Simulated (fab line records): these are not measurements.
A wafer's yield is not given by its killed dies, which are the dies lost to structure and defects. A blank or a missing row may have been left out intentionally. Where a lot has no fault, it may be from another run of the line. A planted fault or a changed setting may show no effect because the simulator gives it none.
fab line records ; flow nand_harc
[record] lots = 11; wafers = 33; last_day = 24
route steps=1159 shown P_M1@297 P_M2@326 END@1159
lots that met no fault: taken from a fault-free run of the same line
start_h: hours from the record's opening day to when the first of the lot's shown wafers began ; wait_h: hours since the lot's step before ; " repeats the value in the row above ; L1.1+2: several wafers, shown together as one row ; - either no value or no given start ; * or withheld: withheld ; < > ~ a bound
route shown NAME@n: names a module that has steps shown in the file, with the first one's number in the route ; usual: average and standard deviation across the fault-free wafers ; same: alike in all rows ; chamber/n: place in a boat ; sites: per-site readings ; _std_site: their standard deviation ; _edge_site: the outer-site mean with the inner-site mean subtracted ; radius_mm: how far each site lies from the wafer's centre ; mask NAME#n: copy n ; behind: tool/chamber where the wafer was last shaped ; hold: what put the lot on hold/how long, in hours/how the hold closed ; device: which transistor (n, p or np) failed to switch ; end of line: the tests these same wafers got at the end of their route ; a step without rows: its recipe alone ; killed: not the wafer's yield, but the dies lost to structure and defects at the first sort ; map: a wafer's dies, x killed, . not, _ none there
set.NAME: the setting as run; set.NAME@STEP: as run at that earlier step ; model.NAME: the simulator's own value behind a step, which no gauge read
steps of the route over a sample of lots; a table a step, a row a wafer
services: when a tool's chamber went out of use (start_h, in hours from the record's first day, below 0 if earlier), for how many hours, and the reason
[[steps]]
[step NHARC_P_M1_INSPECT_11]
[usual] raw_defect_count = 4.2/2.4
lot.wafer;tool;chamber;start_h;wait_h;raw_defect_count
L955.1;defect_inspect-01;-;115.26;0.0;3
L955.3;defect_inspect-01;-;115.26;0.0;2
L955.5;defect_inspect-01;-;115.26;0.0;0
L956.2;defect_inspect-02;-;129.07;0.0;5
L956.3;defect_inspect-02;-;129.07;0.0;4
L956.6;defect_inspect-02;-;129.07;0.0;3
L959.2;defect_inspect-02;-;138.49;0.0;4
L959.5;defect_inspect-02;-;138.49;0.0;6
L959.6;defect_inspect-02;-;138.49;0.0;5
L961.1;defect_inspect-01;-;155.13;0.0;5
L961.2;defect_inspect-01;-;155.13;0.0;6
L961.6;defect_inspect-01;-;155.13;0.0;2
L960.1;defect_inspect-01;-;157.15;0.0;8
L960.4;defect_inspect-01;-;157.15;0.0;3
L960.6;defect_inspect-01;-;157.15;0.0;5
L965.2;defect_inspect-01;-;181.29;0.0;4
L965.3;defect_inspect-01;-;181.29;0.0;5
L965.6;defect_inspect-01;-;181.29;0.0;6
L968.1;defect_inspect-02;-;199.51;0.0;1
L968.2;defect_inspect-02;-;199.51;0.0;4
L968.3;defect_inspect-02;-;199.51;0.0;2
L973.1;defect_inspect-02;-;220.55;0.0;3
L973.2;defect_inspect-02;-;220.55;0.0;11
L973.4;defect_inspect-02;-;220.55;0.0;3
L972.1;defect_inspect-02;-;220.86;0.0;1
L972.3;defect_inspect-02;-;220.86;0.0;2
L972.5;defect_inspect-02;-;220.86;0.0;5
L978.1;defect_inspect-01;-;249.78;0.0;3
L978.2;defect_inspect-01;-;249.78;0.0;3
L978.3;defect_inspect-01;-;249.78;0.0;3
L977.1;defect_inspect-01;-;250.57;0.0;6
L977.4;defect_inspect-01;-;250.57;0.0;1
L977.5;defect_inspect-01;-;250.57;0.0;6
[step NHARC_P_M2_PEB_07]
[recipe] peb_temp_c = 100; peb_time_s = 65
[usual] chill_plate_temp_C = 23.00/0.1; heater_power_total_W = 156.6/0.43; plate_temp_C = 100.00/0.14
lot.wafer;tool;chamber;start_h;wait_h;chill_plate_temp_C;heater_power_total_W;plate_temp_C
L955.1;litho_track-04;0;119.35;0.1;23.12;157.0;100.07
L955.3;litho_track-04;0;119.35;0.1;23.06;156.0;100.12
L955.5;litho_track-04;0;119.35;0.1;23.00;157.1;100.06
L956.2;litho_track-01;0;133.03;0.1;23.01;156.6;99.72
L956.3;litho_track-01;0;133.03;0.1;22.80;157.1;99.98
L956.6;litho_track-01;0;133.03;0.1;22.95;157.1;99.77
L959.2;litho_track-01;0;142.36;0.1;22.97;156.7;99.90
L959.5;litho_track-01;0;142.36;0.1;22.90;157.0;99.86
L959.6;litho_track-01;0;142.36;0.1;22.99;156.8;99.93
L961.1;litho_track-06;0;159.23;0.1;22.88;155.9;100.07
L961.2;litho_track-06;0;159.23;0.1;22.92;157.0;100.10
L961.6;litho_track-06;0;159.23;0.1;23.00;157.1;100.02
L960.1;litho_track-04;0;161.03;0.1;23.17;156.8;100.31
L960.4;litho_track-04;0;161.03;0.1;23.27;157.2;100.24
L960.6;litho_track-04;0;161.03;0.1;22.91;157.0;100.13
L965.2;litho_track-04;0;185.27;0.1;23.14;157.2;100.22
L965.3;litho_track-04;0;185.27;0.1;23.04;157.1;99.89
L965.6;litho_track-04;0;185.27;0.1;23.11;157.1;99.97
L968.1;litho_track-06;0;203.39;0.1;23.14;156.5;100.04
L968.2;litho_track-06;0;203.39;0.1;23.14;156.8;100.09
L968.3;litho_track-06;0;203.39;0.1;23.19;156.7;99.81
L973.1;litho_track-06;0;224.56;0.1;23.07;170.4;106.03
L973.2;litho_track-06;0;224.56;0.1;22.91;169.6;106.30
L973.4;litho_track-06;0;224.56;0.1;23.15;169.3;106.14
L972.1;litho_track-01;0;224.80;0.1;22.85;156.2;100.17
L972.3;litho_track-01;0;224.80;0.1;22.97;156.1;100.20
L972.5;litho_track-01;0;224.80;0.1;22.80;157.0;99.97
L978.1;litho_track-06;0;253.86;0.1;22.99;170.1;106.03
L978.2;litho_track-06;0;253.86;0.1;22.98;170.2;105.96
L978.3;litho_track-06;0;253.86;0.1;23.04;169.2;106.07
L977.1;litho_track-04;0;254.55;0.1;22.99;156.4;99.86
L977.4;litho_track-04;0;254.55;0.1;22.93;156.1;99.97
L977.5;litho_track-04;0;254.55;0.1;23.02;156.8;99.97
[step NHARC_P_M2_CD_MEAS_09]
[recipe] target_cd_nm = 170; landing_energy_ev = 500
[usual] cd_nm = 170.1/0.49
lot.wafer;tool;chamber;start_h;wait_h;cd_nm
L955.1;cd_sem-02;0;119.43;-;170.1
L955.3;cd_sem-02;0;119.43;-;170.7
L955.5;cd_sem-02;0;119.43;-;170.8
L956.2;cd_sem-02;0;133.11;-;169.1
L956.3;cd_sem-02;0;133.11;-;169.4
L956.6;cd_sem-02;0;133.11;-;169.4
L959.2;cd_sem-02;0;142.44;-;169.1
L959.5;cd_sem-02;0;142.44;-;170.1
L959.6;cd_sem-02;0;142.44;-;169.9
L961.1;cd_sem-03;0;159.31;-;169.7
L961.2;cd_sem-03;0;159.31;-;170.4
L961.6;cd_sem-03;0;159.31;-;170.2
L960.1;cd_sem-03;0;161.11;-;169.4
L960.4;cd_sem-03;0;161.11;-;171.0
L960.6;cd_sem-03;0;161.11;-;170.6
L965.2;cd_sem-03;0;185.35;-;170.2
L965.3;cd_sem-03;0;185.35;-;168.9
L965.6;cd_sem-03;0;185.35;-;170.0
L968.1;cd_sem-02;0;203.47;-;169.8
L968.2;cd_sem-02;0;203.47;-;171.0
L968.3;cd_sem-02;0;203.47;-;170.5
L973.1;cd_sem-02;0;224.63;-;188.5
L973.2;cd_sem-02;0;224.63;-;189.0
L973.4;cd_sem-02;0;224.63;-;188.5
L972.1;cd_sem-03;0;224.88;-;169.9
L972.3;cd_sem-03;0;224.88;-;170.3
L972.5;cd_sem-03;0;224.88;-;170.2
L978.1;cd_sem-02;0;253.94;-;184.7
L978.2;cd_sem-02;0;253.94;-;184.9
L978.3;cd_sem-02;0;253.94;-;185.0
L977.1;cd_sem-02;0;254.63;-;169.3
L977.4;cd_sem-02;0;254.63;-;169.6
L977.5;cd_sem-02;0;254.63;-;170.1
[step NHARC_P_M2_ETCH_15]
[recipe] target_depth_a = 1825; time_s = 91.2; c4f8_flow_sccm = withheld; ar_flow_sccm = 400; rf_w = 600; bias_w = 300; chemistry = C4F8/Ar
[usual] oes_product_au = 0.949/0.023; rf_vpp_V = 442.3/2.5
lot.wafer;tool;chamber;start_h;wait_h;oes_product_au;rf_hours_counter_h;rf_vpp_V
L955.1;rie_diel-03;2;-;-;0.960;3;443.3
L955.3;rie_diel-03;0;-;-;0.976;3;444.6
L955.5;rie_diel-03;2;-;-;0.958;-;444.2
L956.3;rie_diel-03;3;-;-;0.971;3;442.0
L956.2;rie_diel-03;0;-;-;0.951;3;444.4
L956.6;rie_diel-03;1;-;-;0.964;-;442.9
L959.2;rie_diel-03;2;-;-;0.921;3;445.1
L959.5;rie_diel-03;1;-;-;0.916;-;443.9
L959.6;rie_diel-03;2;-;-;0.916;-;445.0
L961.2;rie_diel-03;1;-;-;0.957;4;444.5
L961.1;rie_diel-03;3;-;-;0.987;4;442.1
L961.6;rie_diel-03;1;-;-;0.953;-;444.2
L960.4;rie_diel-03;3;-;-;0.962;4;442.1
L960.1;rie_diel-03;1;-;-;0.973;4;443.2
L960.6;rie_diel-03;2;-;-;0.965;-;443.3
L965.2;rie_diel-03;1;-;-;0.977;5;443.8
L965.3;rie_diel-03;0;-;-;0.957;5;443.9
L965.6;rie_diel-03;1;-;-;0.983;-;443.7
L968.1;rie_diel-03;2;-;-;0.963;5;445.2
L968.3;rie_diel-03;0;-;-;0.969;5;444.2
L968.2;rie_diel-03;1;-;-;0.978;5;444.9
L973.4;rie_diel-03;1;-;-;0.992;0;445.1
L973.1;rie_diel-03;2;-;-;0.970;0;443.2
L973.2;rie_diel-03;3;-;-;0.960;0;440.3
L972.3;rie_diel-03;3;-;-;0.983;0;441.7
L972.1;rie_diel-03;0;-;-;0.970;0;443.6
L972.5;rie_diel-03;3;-;-;0.978;-;441.6
L978.1;rie_diel-03;1;-;-;0.957;1;444.0
L978.2;rie_diel-03;2;-;-;0.963;1;445.2
L978.3;rie_diel-03;3;-;-;0.943;1;441.1
L977.4;rie_diel-03;0;-;-;0.969;1;443.4
L977.1;rie_diel-03;3;-;-;0.958;1;440.9
L977.5;rie_diel-03;1;-;-;0.971;-;443.6
[step NHARC_P_M2_ETCH_28]
[recipe] target_depth_a = 300; over_etch_frac = 0.3; time_s = 72.99; ion_energy_ev = 150; cf4_flow_sccm = 50; n2_flow_sccm = 100; ar_flow_sccm = 150; rf_w = 300; bias_w = 100; chemistry = CF4/N2
[usual] drypump_motor_current_A = 5.66/0.22; oes_product_au = 1.000/0.0076; rf_vpp_V = 315.0/1.8; showerhead_plenum_p_Torr = 2.68/0.096; throttle_valve_pct = 19.795/0.0094
lot.wafer;tool;chamber;start_h;wait_h;drypump_motor_current_A;oes_product_au;rf_hours_counter_h;rf_vpp_V;showerhead_plenum_p_Torr;throttle_valve_pct
L955.3;rie_diel-03;3;-;-;5.50;1.009;2;314.9;2.65;19.789
L955.1;rie_diel-03;2;-;-;5.73;0.994;3;315.7;2.79;19.800
L955.5;rie_diel-03;0;-;-;5.47;1.000;-;316.3;2.76;19.797
L956.2;rie_diel-01;2;-;-;5.72;1.003;51;314.2;2.55;19.780
L956.3;rie_diel-01;1;-;-;5.98;1.004;54;311.0;2.48;19.792
L956.6;rie_diel-01;0;-;-;6.38;1.003;-;315.6;2.74;19.783
L959.2;rie_diel-03;3;-;-;5.49;1.006;3;314.7;2.64;19.801
L959.5;rie_diel-03;0;-;-;5.48;1.008;-;316.7;2.76;19.817
L959.6;rie_diel-03;1;-;-;5.45;0.995;-;316.6;2.76;19.778
L961.1;rie_diel-03;3;-;-;5.50;1.002;4;314.0;2.64;19.794
L961.2;rie_diel-03;1;-;-;5.46;1.002;4;317.6;2.76;19.786
L961.6;rie_diel-03;2;-;-;5.75;0.999;-;317.0;2.79;19.799
L960.4;rie_diel-03;2;-;-;5.74;0.995;4;317.6;2.79;19.797
L960.1;rie_diel-03;0;-;-;5.47;0.992;4;316.9;2.76;19.807
L960.6;rie_diel-03;1;-;-;5.45;1.007;-;316.6;2.76;19.803
L965.2;rie_diel-07;0;-;-;5.83;0.986;21;313.9;2.53;19.764
L965.3;rie_diel-07;1;-;-;5.88;1.009;19;312.3;2.51;19.777
L965.6;rie_diel-07;3;-;-;5.58;0.997;-;313.9;2.67;19.796
L968.1;rie_diel-07;1;-;-;5.87;1.000;22;312.0;2.51;19.791
L968.2;rie_diel-07;2;-;-;5.83;0.984;23;315.0;2.67;19.791
L968.3;rie_diel-07;3;-;-;5.56;0.996;23;314.6;2.67;19.791
L973.2;rie_diel-03;1;-;-;5.42;1.008;0;316.7;2.76;19.798
L973.1;rie_diel-03;2;-;-;5.75;1.002;0;317.0;2.79;19.792
L973.4;rie_diel-03;0;-;-;5.48;1.006;0;315.6;2.76;19.800
L972.1;rie_diel-03;2;-;-;5.75;0.987;0;316.4;2.79;19.785
L972.3;rie_diel-03;3;-;-;5.52;0.999;0;313.5;2.64;19.787
L972.5;rie_diel-03;2;-;-;5.74;0.993;-;316.8;2.79;19.783
L978.3;rie_diel-03;1;-;-;5.44;1.018;1;315.9;2.76;19.801
L978.1;rie_diel-03;2;-;-;5.75;0.999;1;316.8;2.79;19.797
L978.2;rie_diel-03;3;-;-;5.50;1.004;1;314.1;2.64;19.792
L977.4;rie_diel-03;1;-;-;5.47;0.998;1;316.8;2.76;19.794
L977.1;rie_diel-03;2;-;-;5.75;0.993;1;314.8;2.78;19.801
L977.5;rie_diel-03;1;-;-;5.44;1.003;-;316.7;2.76;19.802
[step NHARC_END_SORT_01]
[recipe] temp_c = 25
[usual] defect_limited_yield = 95.2/1.6; killed_at_array = 28/11; killed_at_other = 0.8/1.3; killed_at_periphery = 3.6/2.5; killed_dies = 32/11; killed_open = 3.0/1.8; killed_short = 2.0/1.5; sort_bin_2_pct = 1.5/0.66; sort_bin_3_pct = 0.25/0.23; sort_bin_4_pct = 3.0/1.1; sort_n_pass = 645/11; sort_rim_yield_pct = 96.0/2.9; sort_yield_pct = 95.2/1.6
[same] gross_dies = 677; sort_bin_5_pct[%] = 0; sort_bin_6_pct[%] = 0; sort_bin_7_pct[%] = 0; sort_bin_8_pct[%] = 0; sort_rim_n_gross = 106.00
lot.wafer;tool;chamber;start_h;wait_h;defect_limited_yield[%];killed_at_array;killed_at_other;killed_at_periphery;killed_dies;killed_open;killed_short;sort_bin_2_pct[%];sort_bin_3_pct[%];sort_bin_4_pct[%];sort_n_pass;sort_rim_yield_pct[%];sort_yield_pct[%]
L978.2;prober-02;0;557.01;2.8;94.7;33;0;3;36;4;3;1.8;0.15;3.4;641;98.1;94.7
// killed by level:class
L978.2 A_CHANNEL_HOLE_D1:chamber_film_flake=21 A_CONTACT:chamber_film_flake=4 A_STAIRCASE:chamber_film_flake=3 P_M0:geometric_particle:open=2 A_WL_FILL:geometric_particle:short=2 P_GATE:geometric_particle:open=1 A_ONON_D1:geometric_particle:short=1 A_CONTACT:geometric_particle:open=1
[[services]]
tool;chamber;start_h;hours;kind
rie_diel-03;0;96.30;-;clean
rie_diel-03;1;96.30;-;clean
rie_diel-03;2;96.30;-;clean
rie_diel-03;3;96.30;-;clean
rie_diel-01;2;103.92;1.3;repair
litho_track-06;-;117.00;7.0;pm
rie_diel-03;0;120.80;-;clean
rie_diel-03;1;120.80;-;clean
rie_diel-03;2;120.80;-;clean
rie_diel-03;3;120.80;-;clean
rie_diel-01;1;126.44;1.3;repair
rie_diel-07;1;137.77;4.4;repair
rie_diel-01;-;137.83;9.0;pm
litho_track-04;-;141.00;7.0;pm
rie_diel-03;0;145.30;-;clean
rie_diel-07;2;172.16;5.7;repair
rie_diel-01;0;178.42;4.6;repair
rie_diel-01;0;200.03;4.9;repair
rie_diel-03;3;208.45;2.7;repair
rie_diel-03;-;215.30;9.0;pm
rie_diel-07;-;228.20;9.0;pm
rie_diel-01;3;229.49;2.7;repair
rie_diel-07;2;245.51;4.1;repair
rie_diel-01;3;246.64;8.8;repair
[[key]]
[first_sign] step = NHARC_P_M2_PEB_07; reading = plate_temp_C; direction = up; sigmas = 44; usual = *; struck = *
[effect] step = NHARC_P_M2_PEB_07; reading = heater_power_total_W; direction = up; sigmas = 30; usual = *; struck = *
[effect] step = NHARC_P_M2_CD_MEAS_09; reading = cd_nm; direction = up; sigmas = 34; usual = 170.1; struck = 186.8; through = control_loop
met_at NHARC_P_M2_PEB_07
struck_lots L973,L978
[loop_trim] step = NHARC_P_M2_EXPOSE_06; setting = dose; lots = L978
not_acting_at NHARC_P_M1_INSPECT_11,NHARC_P_M2_ETCH_15,NHARC_P_M2_ETCH_28
onset_between 203.39 224.56
[fault] kind = process_parameter_drift; tool = litho_track-06; chamber = -; onset_h = 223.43; steps = NHARC_P_M2_PEB_07; channel = peb_temp_c; offset = *; shape = step; end_h = 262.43; acts_in = *; stated = *
// loop_trim: a control loop set the setting to another value than it would have without faults
